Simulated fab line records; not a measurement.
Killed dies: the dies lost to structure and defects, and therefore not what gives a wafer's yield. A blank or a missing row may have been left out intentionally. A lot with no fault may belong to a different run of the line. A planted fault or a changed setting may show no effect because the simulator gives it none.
fab line records | flow n5_finfet
record: lots: 6 wafers: 18 last_day: 18
route steps=1938 shown GATE_CUT@488 BEOL_M4@1111 PASSIVATION@1936
lots untouched by any fault: they come from a run of this same line in which no faults occurred
start_h: hours from the record's opening day to when the first of the lot's shown wafers began | wait_h: hours from the lot's prior step to this one | " identical to the entry in the row above | L1.1+2: several wafers, shown together as one row | - no value, or no start given | * or withheld: withheld | < > ~ a bound
route shown NAME@n: names a module that has steps shown in the file, with the first one's number in the route | usual: mean/standard deviation of fault-free wafers | same: alike in all rows | chamber/n: place in a boat | sites: the reading at each site | _std_site: standard deviation of those values | _edge_site: the outer-site mean with the inner-site mean subtracted | radius_mm: how far each site lies from the wafer's centre | mask NAME#n: copy n | behind: the last tool/chamber to shape the wafer | hold: the reason the lot was held/the length of the hold in hours/how it ended | device: names the non-switching transistor (n, p or np) | end of line: tests of these same wafers at the route's end | a step with no rows: only its recipe | killed: count of dies lost to structure and defects at first sort (not the wafer's yield) | map: a wafer's dies, marking killed ones x, the rest . and places with no die _
set.NAME: the setting the step ran with; set.NAME@STEP: the setting that earlier step ran with | model.NAME: the simulator's own value behind a step, which no gauge read
lots at selected steps of the route; one table per step, one row per wafer
services: the hour from which a tool's chamber was out of use, counted from the record's first day as start_h (under 0 if before that day), plus the number of hours and why
== steps ==
step: N5_GATE_CUT_OVL_MEAS_14
recipe: points_per_wafer: 522
usual: GATE_CUT_OVL: 0.6/0.63
columns lot.wafer tool chamber start_h wait_h GATE_CUT_OVL[nm]
L941.1 overlay-01 0 104.32 0.0 1.2
L941.3 " 0 " " -0.3
L941.6 " 0 " " 1.2
L949.1 overlay-01 0 148.72 0.0 0.9
L949.4 " 0 " " 1.4
L949.6 " 0 " " 0.1
L950.2 overlay-02 0 153.53 0.0 0.2
L950.4 " 0 " " 0.6
L950.6 " 0 " " 1.1
L951.2 overlay-02 0 163.28 0.0 1.1
L951.4 " 0 " " 1.3
L951.5 " 0 " " 2.1
L959.2 overlay-01 0 210.43 0.0 0.6
L959.3 " 0 " " 0.7
L959.6 " 0 " " 0.7
L960.3 overlay-01 0 217.36 0.0 1.1
L960.4 " 0 " " 0.6
L960.6 " 0 " " -0.2
step: N5_GATE_CUT_INSPECT_15
recipe: mode: adi inspect_instrument: brightfield
usual: raw_defect_count: 117/37
columns lot.wafer tool chamber start_h wait_h raw_defect_count
L941.1 defect_inspect-02 - 104.38 0.1 165
L941.3 " - " " 89
L941.6 " - " " 143
L949.1 defect_inspect-02 - 148.77 0.1 149
L949.4 " - " " 157
L949.6 " - " " 141
L950.2 defect_inspect-01 - 153.58 0.0 123
L950.4 " - " " 136
L950.6 " - " " 167
L951.2 defect_inspect-02 - 163.33 0.0 155
L951.4 " - " " 194
L951.5 " - " " 162
L959.2 defect_inspect-02 - 210.48 0.0 131
L959.3 " - " " 139
L959.6 " - " " 197
L960.3 defect_inspect-01 - 217.41 0.0 87
L960.4 " - " " 67
L960.6 " - " " 82
step: N5_GATE_CUT_DESCUM_18
recipe: chemistry: O2 time_s: 7 source_power_w: 50 bias_power_w: 20 pressure_mtorr: 20 rf_frequency_hz: 2.712e+07 temp_c: 40 resist: CAR-EUV o2_flow_sccm: 225
step: N5_GATE_CUT_ETCH_28
recipe: chemistry: N2/H2 target: underlayer target_depth_a: 130 mask_material: CAR-EUV time_s: 10.4 ion_energy_ev: 200 pressure_mtorr: 30 source_w: 840 bias_w: 150 n2_flow_sccm: 200 h2_flow_sccm: 200 ends: cleared
usual: drypump_motor_current_A: 5.7/0.41 etch_rf_on_time_s: 10.45/0.21 oes_product_au: 0.65/0.064 rf_vpp_V: 523.7/2.5 showerhead_plenum_p_Torr: 2.54/0.092 throttle_valve_pct: 17.94/0.21
columns lot.wafer tool chamber start_h wait_h drypump_motor_current_A etch_rf_on_time_s oes_product_au rf_hours_counter_h rf_vpp_V showerhead_plenum_p_Torr throttle_valve_pct
L941.1 rie_diel-03 2 104.45 0.0 6.0 10.35 0.67 145 519.6 2.46 17.96
L941.3 " 1 " " 5.7 10.25 0.69 119 525.3 2.55 17.59
L941.6 " 0 " " 5.9 10.34 0.76 - 522.3 2.48 17.59
L949.1 rie_diel-02 2 148.84 0.0 5.9 10.22 0.68 129 524.7 2.55 18.14
L949.4 " 1 " " 6.3 10.62 0.58 237 521.0 2.50 17.83
L949.6 " 3 " " 4.9 9.91 0.65 - 519.9 2.42 18.14
L950.2 rie_diel-04 2 153.86 0.0 5.8 10.36 0.64 156 524.2 2.53 17.71
L950.4 " 1 " " 5.2 10.68 0.57 229 525.3 2.62 18.10
L950.6 " 0 " " 5.5 10.56 0.60 - 521.1 2.41 18.17
L951.2 rie_diel-04 3 163.42 0.0 6.3 10.69 0.73 45 527.9 2.70 17.90
L951.4 " 0 " " 5.5 10.60 0.60 216 520.0 2.41 18.16
L951.5 " 0 " " 5.5 10.66 0.60 - 520.6 2.41 18.15
L959.2 rie_diel-04 1 210.55 0.0 5.2 10.64 0.57 245 525.7 2.62 18.14
L959.3 " 2 " " 5.8 10.36 0.63 172 524.0 2.53 17.74
L959.6 " 3 " " 6.3 10.68 0.71 - 529.4 2.69 17.93
L960.3 rie_diel-03 2 217.56 0.0 6.0 10.60 0.63 177 519.9 2.44 18.02
L960.4 " 1 " " 5.7 10.34 0.65 153 523.8 2.54 17.65
L960.6 " 2 " " 6.1 10.54 0.65 - 520.6 2.44 18.03
step: N5_GATE_CUT_ETCH_36
recipe: chemistry: CF4 target: SiARC target_depth_a: 130 mask_material: CAR-EUV time_s: 21.7 ion_energy_ev: 80 pressure_mtorr: 40 source_w: 545 bias_w: 36 Ar_flow_sccm: 100 cf4_flow_sccm: 100 ends: cleared
step: N5_GATE_CUT_ETCH_37
recipe: chemistry: N2/H2 target: SOC target_depth_a: 600 overetch_a: 120 mask_material: SiARC temp_c: 40 time_s: 90 ion_energy_ev: 200 pressure_mtorr: 30 source_w: 840 bias_w: 150 n2_flow_sccm: 200 h2_flow_sccm: 200
usual: drypump_motor_current_A: 5.7/0.41 oes_product_au: 0.68/0.066 rf_vpp_V: 523.7/2.6 showerhead_plenum_p_Torr: 2.54/0.092 temp_c: 40.01/0.11 throttle_valve_pct: 17.91/0.21
same: time_s: 90
columns lot.wafer tool chamber start_h wait_h drypump_motor_current_A oes_product_au rf_hours_counter_h rf_vpp_V showerhead_plenum_p_Torr temp_c throttle_valve_pct
L941.1 rie_diel-03 2 104.49 0.0 6.0 0.70 145 520.3 2.46 40.05 17.95
L941.3 " 1 " " 5.7 0.72 119 524.7 2.55 39.97 17.57
L941.6 " 0 " " 5.9 0.80 - 522.2 2.48 39.94 17.56
L949.1 rie_diel-02 2 148.89 0.0 5.8 0.69 129 525.7 2.55 40.11 18.10
L949.4 " 1 " " 6.4 0.62 237 522.0 2.50 40.10 17.80
L949.6 " 3 " " 4.9 0.66 - 520.2 2.42 40.00 18.09
L950.2 rie_diel-04 2 153.91 0.0 5.8 0.67 156 523.9 2.53 40.05 17.70
L950.4 " 1 " " 5.2 0.61 229 525.9 2.62 39.98 18.08
L950.6 " 0 " " 5.5 0.64 - 521.1 2.41 40.10 18.13
L951.2 rie_diel-04 3 163.47 0.0 6.2 0.78 45 528.7 2.70 39.86 17.86
L951.4 " 0 " " 5.5 0.64 216 520.5 2.41 40.09 18.14
L951.5 " 0 " " 5.5 0.63 - 520.6 2.41 40.19 18.12
L959.2 rie_diel-04 1 210.59 0.0 5.2 0.61 245 525.9 2.62 40.05 18.11
L959.3 " 2 " " 5.8 0.66 172 522.2 2.53 40.14 17.72
L959.6 " 3 " " 6.3 0.77 - 527.0 2.69 39.95 17.90
L960.3 rie_diel-03 2 217.60 0.0 6.1 0.68 177 519.6 2.44 40.18 18.00
L960.4 " 1 " " 5.7 0.68 153 525.7 2.54 40.02 17.62
L960.6 " 2 " " 6.0 0.68 - 522.5 2.44 40.22 17.97
step: N5_GATE_CUT_STRIP_38
recipe: chemistry: N2/H2 temp_c: 40 n2_flow_sccm: 200 h2_flow_sccm: 200 rf_frequency_hz: 6e+07
step: N5_GATE_CUT_STRIP_39
recipe: chemistry: N2/H2 temp_c: 40 n2_flow_sccm: 200 h2_flow_sccm: 200 rf_frequency_hz: 6e+07
step: N5_GATE_CUT_HM_OPEN_40
recipe: chemistry: C4F6/O2 target: SiO2 mask_material: SiARC target_depth_a: 1390 time_s: 85.1 ion_energy_ev: 250 pressure_mtorr: 30 source_w: 345 bias_w: 185 Ar_flow_sccm: 300 C4F6_flow_sccm: 10 O2_flow_sccm: 10 ends: cleared
usual: drypump_motor_current_A: 5.7/0.41 etch_rf_on_time_s: 94.0/1.8 oes_product_au: 0.69/0.068 rf_vpp_V: 666/11 showerhead_plenum_p_Torr: 2.85/0.1 throttle_valve_pct: 21.03/0.18
columns lot.wafer tool chamber start_h wait_h drypump_motor_current_A etch_rf_on_time_s oes_product_au rf_hours_counter_h rf_vpp_V showerhead_plenum_p_Torr throttle_valve_pct
L941.1 rie_diel-03 2 104.58 0.0 6.0 94.6 0.70 145 667 2.73 20.95
L941.3 " 1 " " 5.7 91.5 0.72 119 683 2.88 20.80
L941.6 " 0 " " 5.9 93.6 0.81 - 693 2.79 20.70
L949.1 rie_diel-02 2 148.97 0.0 5.8 91.8 0.70 129 668 2.88 21.26
L949.4 " 1 " " 6.4 96.8 0.61 237 658 2.83 21.11
L949.6 " 3 " " 4.9 90.6 0.68 - 663 2.70 21.18
L950.2 rie_diel-04 2 153.99 0.0 5.8 94.1 0.67 156 651 2.85 20.97
L950.4 " 1 " " 5.2 95.3 0.61 229 676 2.95 21.19
L950.6 " 0 " " 5.5 96.8 0.64 - 655 2.72 21.20
L951.2 rie_diel-04 3 163.55 0.0 6.3 94.6 0.78 45 655 3.02 21.04
L951.4 " 0 " " 5.5 96.4 0.63 216 655 2.72 21.21
L951.5 " 0 " " 5.5 96.7 0.64 - 654 2.72 21.21
L959.2 rie_diel-04 1 210.68 0.0 5.2 94.7 0.60 245 675 2.94 21.20
L959.3 " 2 " " 5.8 93.4 0.66 172 652 2.85 21.01
L959.6 " 3 " " 6.3 95.5 0.76 - 655 3.02 21.03
L960.3 rie_diel-03 2 217.69 0.0 6.0 93.9 0.68 177 664 2.72 20.97
L960.4 " 1 " " 5.7 92.5 0.70 153 681 2.86 20.83
L960.6 " 2 " " 6.1 95.1 0.67 - 665 2.72 20.98
step: N5_GATE_CUT_STRIP_41
recipe: chemistry: CF4 resist: SiARC power_w: 300 bias_power_w: 75 pressure_mtorr: 50 cf4_flow_sccm: 150 rf_frequency_hz: 6e+07
step: N5_GATE_CUT_STRIP_42
recipe: chemistry: O2 power_w: 400 temp_c: 40 pressure_mtorr: 30 rf_frequency_hz: 6e+07 bias_power_w: 0 overash_fraction: 0.3 o2_flow_sccm: 225
usual: drypump_motor_current_A: 5.7/0.41 oes_product_au: 0.76/0.077 rf_vpp_V: 3.7/0.46 showerhead_plenum_p_Torr: 2.09/0.079 temp_c: 40.00/0.1 throttle_valve_pct: 16.71/0.22
columns lot.wafer tool chamber start_h wait_h drypump_motor_current_A oes_product_au rf_hours_counter_h rf_vpp_V showerhead_plenum_p_Torr temp_c throttle_valve_pct
L941.1 rie_diel-03 2 104.66 0.0 6.1 0.79 145 3.7 2.01 39.97 16.68
L941.3 " 1 " " 5.7 0.80 119 3.8 2.10 39.95 16.38
L941.6 " 0 " " 5.9 0.90 - 3.4 2.03 39.96 16.32
L949.1 rie_diel-02 2 149.05 0.0 5.8 0.78 129 3.3 2.10 40.22 16.84
L949.4 " 1 " " 6.4 0.68 238 3.3 2.04 40.03 16.61
L949.6 " 3 " " 4.9 0.74 - 3.4 2.01 40.07 17.10
L950.2 rie_diel-04 2 154.07 0.0 5.8 0.75 156 4.3 2.07 39.94 16.55
L950.4 " 1 " " 5.2 0.69 229 3.6 2.17 40.06 16.86
L950.6 " 0 " " 5.5 0.71 - 3.2 1.98 40.09 16.80
L951.2 rie_diel-04 3 163.63 0.0 6.3 0.88 45 4.2 2.24 40.09 16.70
L951.4 " 0 " " 5.5 0.70 216 3.8 1.97 39.84 16.81
L951.5 " 0 " " 5.5 0.70 - 4.3 1.97 39.86 16.83
L959.2 rie_diel-04 1 210.76 0.0 5.2 0.67 245 3.7 2.16 40.08 16.91
L959.3 " 2 " " 5.8 0.73 172 4.7 2.07 39.89 16.58
L959.6 " 3 " " 6.3 0.86 - 3.3 2.24 40.12 16.74
L960.3 rie_diel-03 2 217.77 0.0 6.1 0.75 177 4.7 2.00 40.17 16.72
L960.4 " 1 " " 5.7 0.76 154 3.9 2.09 40.08 16.47
L960.6 " 2 " " 6.0 0.77 - 3.4 2.00 40.04 16.73
step: N5_GATE_CUT_ETCH_19
recipe: chemistry: CH3F/O2 target: SiNx mask_material: SiO2 target_depth_a: 537 time_s: 76.7 pressure_mtorr: 30 source_w: 395 bias_w: 73 Ar_flow_sccm: 150 CH3F_flow_sccm: 30 O2_flow_sccm: 20 ion_energy_ev: 120 ends: cleared
step: N5_GATE_CUT_CUT_ETCH_53
recipe: chemistry: SF6/Cl2 target: W mask_material: SiO2 target_depth_a: 792 pressure_mtorr: 8 icp_w: 900 bias_w: 80 SF6_flow_sccm: 40 Cl2_flow_sccm: 60 ends: cleared
usual: drypump_motor_current_A: 6.07/0.29 etch_rf_on_time_s: 26.3/0.51 oes_product_au: 0.72/0.1 throttle_valve_pct: 28.87/0.25
columns lot.wafer tool chamber start_h wait_h drypump_motor_current_A etch_rf_on_time_s oes_product_au rf_hours_counter_h throttle_valve_pct
L941.1 rie_metal-02 0 104.80 0.1 6.13 26.3 0.84 3 28.83
L941.3 " 0 " " 6.14 26.3 0.84 - 28.83
L941.6 " 0 " " 6.12 26.4 0.83 - 28.83
L949.1 rie_metal-01 1 149.20 0.1 6.12 26.7 0.73 28 29.24
L949.4 " 0 " " 5.28 25.5 0.72 - 28.59
L949.6 " 0 " " 5.29 25.5 0.71 - 28.58
L950.2 rie_metal-03 1 154.22 0.1 6.04 27.4 0.55 114 28.66
L950.4 " 1 " " 6.05 27.2 0.55 - 28.67
L950.6 " 1 " " 6.03 27.1 0.55 - 28.68
L951.2 rie_metal-03 1 163.78 0.1 6.05 26.8 0.55 115 28.67
L951.4 " 1 " " 6.06 26.7 0.55 - 28.67
L951.5 " 0 " " 6.30 26.2 0.74 - 28.70
L959.2 rie_metal-01 0 210.91 0.1 5.25 25.9 0.70 40 28.60
L959.3 " 0 " " 5.26 25.8 0.70 - 28.59
L959.6 " 0 " " 5.26 19.4 0.84 - 28.60
L960.3 rie_metal-01 1 217.93 0.1 6.12 26.5 0.71 - 29.24
L960.4 " 0 " " 5.28 19.4 0.83 - 28.60
L960.6 " 0 " " 5.26 19.4 0.84 - 28.60
step: N5_GATE_CUT_CUT_ETCH_54
recipe: chemistry: Cl2/BCl3 target: TiN mask_material: SiO2 target_depth_a: 967 pressure_mtorr: 10 icp_w: 1000 bias_w: 126 Cl2_flow_sccm: 53.25 bcl3_flow_sccm: 21.75 Ar_flow_sccm: 25 ends: cleared
usual: drypump_motor_current_A: 6.07/0.28 etch_rf_on_time_s: 36.7/0.67 oes_product_au: 0.73/0.1 throttle_valve_pct: 22.22/0.19
columns lot.wafer tool chamber start_h wait_h drypump_motor_current_A etch_rf_on_time_s oes_product_au rf_hours_counter_h throttle_valve_pct
L941.1 rie_metal-02 0 104.92 0.1 6.06 36.8 0.84 4 22.21
L941.3 " 0 " " 6.12 37.0 0.83 - 22.20
L941.6 " 0 " " 6.11 37.0 0.83 - 22.21
L949.1 rie_metal-01 1 149.26 0.0 6.12 36.9 0.73 28 22.35
L949.4 " 0 " " 5.26 35.8 0.71 - 21.83
L949.6 " 0 " " 5.26 35.7 0.72 - 21.82
L950.2 rie_metal-03 1 154.28 0.0 6.07 37.5 0.55 114 22.13
L950.4 " 1 " " 6.07 37.6 0.55 - 22.13
L950.6 " 1 " " 6.06 37.3 0.55 - 22.13
L951.2 rie_metal-03 1 163.86 0.1 6.03 37.5 0.55 115 22.13
L951.4 " 1 " " 6.05 37.4 0.56 - 22.14
L951.5 " 0 " " 6.28 36.5 0.74 - 22.16
L959.2 rie_metal-01 0 210.97 0.0 5.29 36.2 0.70 40 21.84
L959.3 " 0 " " 5.27 36.3 0.69 - 21.84
L959.6 " 0 " " 5.28 36.2 0.70 - 21.85
L960.3 rie_metal-01 1 217.99 0.0 6.14 37.4 0.71 - 22.36
L960.4 " 0 " " 5.28 36.2 0.69 - 21.84
L960.6 " 0 " " 5.27 36.5 0.70 - 21.85
step: N5_BEOL_M4_RC_MEAS_101
usual: DIBL_N: 36.0/1.8 DIBL_P: 36.3/2.4 IOFF_N: 0.16/0.035 IOFF_P: 0.21/0.036 ION_N: 673/13 ION_P: 461/7.2 SS_N: 71.4/0.6 SS_P: 73.2/0.7 VT_N: 250/4 VT_P: -250.9/2.9
columns lot.wafer tool chamber start_h wait_h DIBL_N[mV/V] DIBL_P[mV/V] IOFF_N[nA/um] IOFF_P[nA/um] ION_N[uA/um] ION_P[uA/um] SS_N[mV/dec] SS_P[mV/dec] VT_N[mV] VT_P[mV]
L941.1 prober-02 0 194.97 0.0 34.8 34.2 0.16 0.22 692 476 71.2 72.6 246 -250.6
L941.3 " 0 " " 33.9 33.1 0.14 0.19 676 468 70.9 72.6 249 -250.0
L941.6 " 0 " " 33.1 32.1 0.13 0.19 667 463 70.6 72.4 250 -249.9
L949.1 prober-01 0 227.24 0.0 35.5 36.2 0.13 0.20 670 459 70.3 73.5 254 -251.5
L949.4 " 0 " " 38.4 39.8 0.18 0.28 664 463 71.5 73.8 253 -247.4
L949.6 " 0 " " 36.6 36.9 0.13 0.22 661 456 70.8 73.2 253 -249.7
L950.2 prober-01 0 248.23 0.2 34.3 33.0 0.11 0.16 647 447 72.1 71.8 254 -256.0
L950.4 " 0 " " 35.6 35.8 0.14 0.19 659 459 71.1 73.6 248 -254.0
L950.6 " 0 " " 35.3 33.7 0.13 0.16 668 456 70.9 72.8 254 -255.8
L951.2 prober-01 0 250.27 0.2 35.8 36.5 0.15 0.23 676 464 71.2 73.2 251 -247.1
L951.4 " 0 " " 35.6 35.1 0.15 0.21 662 458 71.7 72.4 251 -247.1
L951.5 " 0 " " 34.5 34.2 0.13 0.20 673 464 71.3 72.0 252 -248.3
L959.2 prober-01 0 316.53 0.2 37.0 35.1 0.16 0.21 658 455 71.8 73.0 250 -250.3
L959.3 " 0 " " 33.7 31.9 0.10 0.16 652 455 70.8 72.6 256 -254.5
L959.6 " 0 " " 34.6 33.9 0.11 0.18 654 457 71.3 73.2 254 -254.1
L960.3 prober-02 0 320.03 0.3 35.2 35.6 0.13 0.19 652 459 70.8 73.2 253 -253.7
L960.4 " 0 " " 35.7 35.4 0.13 0.19 677 464 71.1 72.7 252 -252.5
L960.6 " 0 " " 36.8 38.2 0.16 0.23 671 462 71.4 73.4 250 -249.5
step: N5_PASSIVATION_PROBE_49
usual: defect_limited_yield: 91.2/1.4 killed_at_M0_to_M3: 35/11 killed_at_M4_up: 14/5.6 killed_at_contacts: 12/5.6 killed_at_front_end: 38/11 killed_at_other: 4/3.4 killed_dies: 103/17 killed_open: 68/12 killed_short: 33/8.8 sort_bin_5_function: 5.1/0.89 sort_bin_6_memory: 3.3/0.71 sort_n_pass: 1077/17 sort_yield_pct: 91.2/1.4
same: gross_dies: 1180 killed_at_back_side: 0 sort_bin_4_leakage[%]: 0 sort_bin_8_speed[%]: 0
columns lot.wafer tool chamber start_h wait_h defect_limited_yield[%] killed_at_M0_to_M3 killed_at_M4_up killed_at_contacts killed_at_front_end killed_at_other killed_dies killed_open killed_short sort_bin_5_function[%] sort_bin_6_memory[%] sort_n_pass sort_yield_pct[%]
L941.1 prober-01 - 303.49 0.0 89.0 52 10 14 50 4 130 91 38 6.1 4.6 1050 89.0
L941.3 prober-01 - 303.59 0.1 91.4 38 14 12 31 6 101 63 36 5.8 2.5 1079 91.4
L941.6 prober-01 - 303.74 0.3 91.4 33 22 14 28 5 102 74 28 5.0 3.4 1078 91.4
killed by level:class
L941.1 BEOL_M0_SAQP:geometric_particle:open=20 BEOL_M0_SAQP:geometric_particle:short=14 STI_FIN_REVEAL:geometric_particle:open=13 MOL_CONTACT_COAG:geometric_particle:open=10 FIN_SAQP:geometric_particle:open=7 STARTING-WAFER:geometric_particle:open=7 BEOL_M3:geometric_particle:open=6 BEOL_M4:geometric_particle:open=6
L941.3 BEOL_M0_SAQP:geometric_particle:short=10 BEOL_M0_SAQP:geometric_particle:open=9 MOL_CONTACT_COAG:geometric_particle:open=8 BEOL_M3:geometric_particle:open=7 DUMMY_GATE:geometric_particle:open=5 BEOL_M2:geometric_particle:open=5 BEOL_M5:geometric_particle:open=5 STI_FIN_REVEAL:geometric_particle:open=4
L941.6 MOL_CONTACT_COAG:geometric_particle:open=12 BEOL_M4:geometric_particle:open=12 BEOL_M0_SAQP:geometric_particle:short=11 FIN_SAQP:geometric_particle:open=7 BEOL_M0_SAQP:geometric_particle:open=7 BEOL_M3:geometric_particle:open=7 FIN_SAQP:geometric_particle:short=5 BEOL_M2:geometric_particle:open=4
== services ==
columns tool chamber start_h hours kind
rie_metal-02 1 89.66 - clean
rie_metal-02 1 89.66 15.8 scheduled_down
rie_metal-02 1 89.66 15.8 vent_cycle
rie_diel-04 3 116.29 12.9 repair
rie_metal-02 - 121.53 2.8 pm
rie_metal-01 0 155.40 25.5 repair
rie_metal-03 - 162.48 0.4 repair
rie_diel-02 0 174.77 - clean
rie_diel-02 0 174.77 - consumable_replace:focus_ring
rie_diel-02 0 174.77 19.6 scheduled_down
rie_diel-02 0 174.77 19.6 vent_cycle
rie_diel-04 0 176.83 7.2 repair
rie_metal-03 - 177.06 1.4 pm
rie_diel-02 1 194.32 - clean
rie_diel-02 1 194.32 - consumable_replace:focus_ring
rie_diel-02 1 194.32 25.5 scheduled_down
rie_diel-02 1 194.32 25.5 vent_cycle
rie_diel-04 0 204.06 8.8 repair
== key ==
first_sign: step: N5_GATE_CUT_CUT_ETCH_53 reading: etch_rf_on_time_s direction: down sigmas: 13 usual: * struck: *
effect none on later readings
met_at N5_GATE_CUT_CUT_ETCH_53
struck_wafers L959.6,L960.4,L960.6
onset_between 149.20 210.91
fault: kind: process_parameter_drift tool: rie_metal-01 chamber: - onset_h: 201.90 steps: N5_GATE_CUT_CUT_ETCH_53 channel: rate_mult offset: 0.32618 shape: step end_h: 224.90 scope: struck_wafers_only
